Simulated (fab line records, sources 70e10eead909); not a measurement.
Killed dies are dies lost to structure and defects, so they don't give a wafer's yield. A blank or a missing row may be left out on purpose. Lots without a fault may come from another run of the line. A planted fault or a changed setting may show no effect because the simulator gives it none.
A struck lot beside a sound one | flow nand_harc | 42 steps out of a route of 1302
Sound: wafers L615.2, L615.4, L615.6. Struck: wafers L621.2, L621.3, L621.5. The cause comes at the end.
At each step with rows: each side's tool, then ch and its chambers, then its first start. Under that, the readings that differ: sound wafers | struck wafers | difference of the means | sigmas: that difference in standard deviations of wafers without a fault.
alike: readings whose means differ by less than 2 such deviations, and words and numbers that are the same on both sides. not compared: withheld readings, readings that some wafer has no value for, bounds like >300 that may hide the same value, and numbers for which the record gives no deviation and whose values overlap.
The two part at a step that has a row with sigmas, a row that says differs or no value, or rows on one side only. Numbers that don't overlap but have no deviation are shown without sigmas and don't part them. A reading that every wafer of one side lacks parts them only if that side has two wafers or more.

first, 1 step without rows for these wafers: NHARC_A_M1_DEVELOP_08 (develop time 35 s).
NHARC_A_M1_CD_MEAS_09: target cd 120 nm.
  sound on cd_sem-03 ch 0, day 26 22:22; struck on cd_sem-01 ch 0, day 28 02:48
  alike: cd_nm
NHARC_A_M1_OVL_MEAS_10: pitch 240 nm.
  sound on overlay-02, day 26 22:27; struck on overlay-01, day 28 02:53
  reading           | sound       | struck         | difference | sigmas
  overlay_x_nm (nm) | 0.7 1.0 0.8 | -0.8 -0.6 -0.8 | -1.6       | -2
  alike: overlay_y_nm
NHARC_A_M1_INSPECT_11:
  sound on defect_inspect-01, day 26 22:29; struck on defect_inspect-02, day 28 02:56
  alike: raw_defect_count
then, 3 steps without rows for these wafers: NHARC_A_M1_DESCUM_14 (chemistry O2, time 3 s); NHARC_A_M1_ETCH_35 (etches the open film in N2/H2, target depth 40 nm, overetch 12 nm, time 43.94 s); NHARC_A_M1_ETCH_15 (etches the open film in C4F8/Ar, target depth 182.5 nm, time 91.2 s).
NHARC_A_M1_CD_MEAS_16:
  sound on cd_sem-01, day 26 22:51; struck on cd_sem-02, day 28 03:17
  alike: cd_nm
NHARC_A_M1_STRIP_18: strips in N2/H2.
  sound on rie_diel-01 ch 1,2, day 26 22:56; struck on rie_diel-01 ch 0,1,3, day 28 03:22
  alike: drypump_motor_current_A, mfc_ar_sccm, oes_product_au, power_w, rf_vpp_V, showerhead_plenum_p_Torr, throttle_valve_pct
  not compared: rf_hours_counter_h
then, 3 steps without rows for these wafers: NHARC_A_M1_ETCH_28 (etches the open film in CF4/N2, target depth 30 nm, time 72.99 s); NHARC_A_M1_STRIP_19 (strips in post etch residue remover, time 600 s); NHARC_A_M1_DEGAS_29 (time 60 s).
NHARC_A_M1_PRE_CLEAN_30: time 30 s.
  sound on pvd_sputter-03, day 26 23:38; struck on pvd_sputter-01, day 28 04:05
  alike: heater_power_w
then, 1 step without rows for these wafers: NHARC_A_M1_PVD_20 (deposits TaN, target thk 5 nm, time 8.06 s).
NHARC_A_M1_PVD_21: deposits Cu, target thk 30 nm, time 20.49 s.
  sound on pvd_sputter-03; struck on pvd_sputter-01
  alike: throttle_valve_pct
then, 3 steps without rows for these wafers: NHARC_A_M1_ECD_22 (material Cu, target thk 400 nm); NHARC_A_M1_ANNEAL_31 (time 90 s); NHARC_A_M1_CMP_23 (polishes, t overpolish 20 s, target thk 154.34 nm).
NHARC_A_M1_THK_MEAS_24: measures by xrf.
  sound on film_metro-02, day 27 00:58; struck on film_metro-02, day 28 05:26
  alike: thk_nm
then, 1 step without rows for these wafers: NHARC_A_M1_SRD_25.
NHARC_A_M1_PRE_CLEAN_32: time 12 s.
  sound on pecvd-04 ch 0,1, day 27 01:16; struck on pecvd-04 ch 0,2, day 28 05:40
  alike: heater_power_w
then, 1 step without rows for these wafers: NHARC_A_M1_DEP_33 (deposits SiCN, target thk 30 nm).
NHARC_A_BONDPAD_DEP_00: deposits SiCN, target thk 250 nm.
  sound on pecvd-03 ch 1,2, day 27 01:52; struck on pecvd-03 ch 0,1,2, day 28 06:20
  alike: heater_power_w, showerhead_vpp_V
then, 1 step without rows for these wafers: NHARC_A_BONDPAD_CMP_29 (polishes SiCN, target thk 200 nm).
NHARC_A_BONDPAD_THK_MEAS_30: measures by ellipsometry.
  sound on film_metro-02, day 27 02:31; struck on film_metro-01, day 28 06:56
  alike: thk_nm
then, 10 steps without rows for these wafers: NHARC_A_BONDPAD_SRD_31; NHARC_A_BONDPAD_DEHYDRATE_01 (time 120 s); NHARC_A_BONDPAD_HMDS_02 (time 30 s); NHARC_A_BONDPAD_COAT_33 (time 65 s); NHARC_A_BONDPAD_COAT_03 (resist thk 600 nm); NHARC_A_BONDPAD_SOFTBAKE_04 (time 70 s); NHARC_A_BONDPAD_EBR_05; NHARC_A_BONDPAD_EXPOSE_06 (exposes mask A BPAD); NHARC_A_BONDPAD_PEB_07 (peb time 80 s); NHARC_A_BONDPAD_DEVELOP_08 (time 50 s).
NHARC_A_BONDPAD_CD_MEAS_09: target cd 500 nm.
  sound on cd_sem-01 ch 0, day 27 03:05; struck on cd_sem-02 ch 0, day 28 07:31
  alike: cd_nm
NHARC_A_BONDPAD_OVL_MEAS_35:
  sound on overlay-02, day 27 03:11; struck on overlay-01, day 28 07:35
  reading           | sound    | struck   | difference | sigmas
  overlay_y_nm (nm) | -4 -4 -4 | 14 14 14 | +18        | +3
  alike: overlay_x_nm
then, 2 steps without rows for these wafers: NHARC_A_BONDPAD_HARDBAKE_10 (time 65 s); NHARC_A_BONDPAD_DESCUM_11 (chemistry O2, time 3 s).
NHARC_A_BONDPAD_ETCH_34: etches the open film in N2/H2, target depth 60 nm, overetch 18 nm, time 65.91 s.
  sound on rie_diel-02 ch 0,3, day 27 03:23; struck on rie_diel-05 ch 0,1,2, day 28 07:49
  alike: drypump_motor_current_A, mfc_ar_sccm, oes_product_au, rf_vpp_V, showerhead_plenum_p_Torr, throttle_valve_pct
  not compared: rf_hours_counter_h
NHARC_THIN_TSV_GRIND_00:
  sound on grinder-01 ch 0, day 27 15:48; struck on grinder-01 ch 0, day 28 23:46
  reading | sound | struck                                                                     | difference                   | sigmas
  hold    | - - - | await_dispo/4.2h/release await_dispo/4.2h/release await_dispo/4.2h/release | no value on the sound wafers |
  alike: head_pressure_psi, motor_current_A
NHARC_END_SORT_01:
  sound on prober-02 ch 0, day 28 10:45; struck on prober-01 ch 0, day 30 12:18
  reading                  | sound          | struck                                                                     | difference                   | sigmas
  hold                     | - - -          | await_dispo/3.2h/release await_dispo/3.2h/release await_dispo/3.2h/release | no value on the sound wafers |
  defect_limited_yield (%) | 94.2 95.3 94.1 | 81.1 86.0 79.9                                                             | -12.2                        | -5
  killed_at_array          | 36 31 35       | 126 92 129                                                                 | +82                          | +5
  killed_dies              | 39 32 40       | 128 95 136                                                                 | +83                          | +5
  alike: killed_at_other, killed_at_periphery, killed_open, killed_short

WHERE THEY PART
First at NHARC_A_M1_OVL_MEAS_10; last, within this record, at NHARC_END_SORT_01.

WHY: what the simulator had put in
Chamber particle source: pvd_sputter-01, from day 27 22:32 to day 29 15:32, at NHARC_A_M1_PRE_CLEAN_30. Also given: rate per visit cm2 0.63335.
